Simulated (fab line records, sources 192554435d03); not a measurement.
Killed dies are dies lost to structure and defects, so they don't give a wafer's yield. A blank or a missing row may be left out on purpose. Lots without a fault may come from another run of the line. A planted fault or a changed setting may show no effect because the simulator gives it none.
Split-lot experiment | flow n5_finfet | 7 lots, 39 wafers read, on a route of 1938 steps

THE SPLIT
At N5_SD_EPI_N_ETCH_16 (etches SiO2 in CHF3/O2, target depth 5 nm), the setting target_depth_a was moved away from the recipe's 50 angstrom on 12 of the 39 wafers read, by -59.5% to -23.5%. The other wafers ran this setting at the recipe's value.

The reading is taken at the split's own step.

THE READING
SiARC_of_SD_EPI_N_COAT_33.thk_nm (the simulator's own value, which no gauge read), in nm, at N5_SD_EPI_N_ETCH_16 (etches SiO2 in CHF3/O2, target depth 5 nm). The file gives no usual value for it. The 27 wafers here that ran the recipe average 12.4 nm, standard deviation 0.38 nm.

wafer  | tool, chamber at the split | target_depth_a as run, angstrom | against the recipe | SiARC_of_SD_EPI_N_COAT_33.thk_nm, nm | against lot-mates on the recipe
L081.1 | rie_diel-02, 2             | 50                              | recipe             | 12.8                                 | -
L081.2 | rie_diel-02, 3             | 37.05                           | -25.9%             | 13.8                                 | +1.1
L081.3 | rie_diel-02, 1             | 37.05                           | -25.9%             | 13.2                                 | +0.5
L081.4 | rie_diel-02, 2             | 50                              | recipe             | 12.8                                 | -
L081.5 | rie_diel-02, 1             | 50                              | recipe             | 12.4                                 | -
L081.6 | rie_diel-02, 3             | 37.05                           | -25.9%             | 14                                   | +1.3
L083.1 | rie_diel-04, 0             | 50                              | recipe             | 12                                   | -
L083.2 | rie_diel-04, 3             | 50                              | recipe             | 12.4                                 | -
L083.3 | rie_diel-04, 2             | 50                              | recipe             | 12.8                                 | -
L083.4 | rie_diel-04, 1             | 50                              | recipe             | 12.8                                 | -
L083.5 | rie_diel-04, 0             | 50                              | recipe             | 12                                   | -
L083.6 | rie_diel-04, 3             | 50                              | recipe             | 12.4                                 | -
L084.1 | rie_diel-02, 0             | 50                              | recipe             | 11.6                                 | -
L084.2 | rie_diel-02, 1             | 20.27                           | -59.5%             | 14.4                                 | +2.1
L084.3 | rie_diel-02, 2             | 50                              | recipe             | 12.6                                 | -
L084.4 | rie_diel-02, 3             | 20.27                           | -59.5%             | 14.8                                 | +2.5
L084.5 | rie_diel-02, 2             | 50                              | recipe             | 12.8                                 | -
L084.6 | rie_diel-02, 1             | 20.27                           | -59.5%             | 14.4                                 | +2.1
L086.1 | rie_diel-03, 2             | 50                              | recipe             | 12.2                                 | -
L086.2 | rie_diel-03, 3             | 50                              | recipe             | 12.2                                 | -
L086.3 | rie_diel-03, 0             | 50                              | recipe             | 13.2                                 | -
L087.1 | rie_diel-03, 0             | 35.23                           | -29.5%             | 14.2                                 | +2.1
L087.2 | rie_diel-03, 2             | 50                              | recipe             | 12.2                                 | -
L087.3 | rie_diel-03, 3             | 50                              | recipe             | 12.2                                 | -
L087.4 | rie_diel-03, 2             | 50                              | recipe             | 12                                   | -
L087.5 | rie_diel-03, 3             | 35.23                           | -29.5%             | 13.2                                 | +1.1
L087.6 | rie_diel-03, 0             | 35.23                           | -29.5%             | 14                                   | +1.9
L091.1 | rie_diel-03, 1             | 38.23                           | -23.5%             | 13.4                                 | +1.0
L091.2 | rie_diel-03, 2             | 50                              | recipe             | 12.2                                 | -
L091.3 | rie_diel-03, 3             | 50                              | recipe             | 12.6                                 | -
L091.4 | rie_diel-03, 3             | 50                              | recipe             | 12.4                                 | -
L091.5 | rie_diel-03, 1             | 38.23                           | -23.5%             | 13.2                                 | +0.8
L091.6 | rie_diel-03, 2             | 38.23                           | -23.5%             | 13.2                                 | +0.8
L096.1 | rie_diel-03, 0             | 50                              | recipe             | 11.6                                 | -
L096.2 | rie_diel-03, 1             | 50                              | recipe             | 12.6                                 | -
L096.3 | rie_diel-03, 3             | 50                              | recipe             | 12.6                                 | -
L096.4 | rie_diel-03, 1             | 50                              | recipe             | 12.4                                 | -
L096.5 | rie_diel-03, 0             | 50                              | recipe             | 11.8                                 | -
L096.6 | rie_diel-03, 3             | 50                              | recipe             | 12.6                                 | -

THE FIT
A straight line over all 39 wafers: SiARC_of_SD_EPI_N_COAT_33.thk_nm changes by -0.0392 nm for each +1% of target_depth_a; r = -0.88; the points scatter about the line by 0.39 nm.
The same after taking each lot's own level away (the mean of its wafers on the recipe; 39 wafers): -0.0397 nm for each +1%; r = -0.89; scatter 0.38 nm.
On that fit, the largest move of target_depth_a shifts the reading by 2.4 nm.
The lots' own levels span 12.13 to 12.67 nm, that is 1.4 times the standard deviation above.
So the lot-to-lot level changes the slope little: the two slopes agree.
Check: with one of the wafers moved furthest among these (-59.5%) left out of the fit, the line predicts +2.47 nm for it against its lot-mates. It came out at +2.07 nm against them.

THE WHOLE CHAIN: every reading that the file lists as answering this split, in the file's order
step                | what it does                              | reading                                                                           | change (the file's fit)                | r (the file's)
N5_SD_EPI_N_ETCH_16 | etches SiO2 in CHF3/O2, target depth 5 nm | etch.depth_nm (the simulator's own value, which no gauge read)                    | +0.0505 nm for each +1% of the setting | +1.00
N5_SD_EPI_N_ETCH_16 | etches SiO2 in CHF3/O2, target depth 5 nm | SiARC_of_SD_EPI_N_COAT_33.thk_nm (the simulator's own value, which no gauge read) | -0.0402 nm for each +1% of the setting | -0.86

THE FILE'S OWN FIT
SiARC_of_SD_EPI_N_COAT_33.thk_nm changes by -0.0402 nm for each +1% of target_depth_a, r = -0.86.
